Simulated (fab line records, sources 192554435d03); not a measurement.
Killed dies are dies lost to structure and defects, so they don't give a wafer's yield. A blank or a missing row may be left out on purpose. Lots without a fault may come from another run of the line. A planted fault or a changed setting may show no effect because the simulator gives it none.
Chamber matching | flow n5_finfet | N5_BEOL_M2_DEP_57 on pecvd-01: 3 sister chambers
The step deposits SiCN from 3MS/NH3, target thk 8 nm, time 14 s. 3 wafers are shown with their chamber, then 9 later ones without.

WAFERS WITH THEIR CHAMBER
wafer  | chamber | showerhead_plenum_p_Torr (Torr)
L089.4 | 0       | 3.676
L089.5 | 1       | 3.647
L089.6 | 2       | 3.656

WAFERS WITHOUT THEIR CHAMBER
wafer  | showerhead_plenum_p_Torr (Torr)
L091.3 | 3.658
L091.5 | 3.687
L091.6 | 3.655
L096.2 | 3.653
L096.3 | 3.659
L096.4 | 3.656
L097.2 | 3.687
L097.4 | 3.672
L097.5 | 3.647

WHICH CHAMBER EACH WENT THROUGH
wafer  | from the rows above     | in truth
L091.3 | can't be placed: 2 or 1 | 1
L091.5 | 0                       | 0
L091.6 | can't be placed: 2 or 1 | 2
L096.2 | can't be placed: 2 or 1 | 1
L096.3 | can't be placed: 2 or 1 | 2
L096.4 | can't be placed: 2 or 1 | 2
L097.2 | 0                       | 0
L097.4 | 0                       | 0
L097.5 | can't be placed: 1 or 2 | 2
Placed correctly: 3 of 9. Can't be placed from these rows: 6 (the true chamber is among the candidates in 6). Placed wrongly: 0.
How it was worked out, from the rows above alone: a wafer's distance from a chamber is the root of the sum, over the readings, of the square of ((its reading less the chamber's mean) divided by the reading's scatter). The wafer belongs to the nearest chamber; if the next one is less than 2 further off, it can't be placed. A chamber's mean is the mean of its shown wafers. The scatter: with one shown wafer a chamber, the root of the mean of the squares of how far each hidden wafer lies from its nearest shown one.
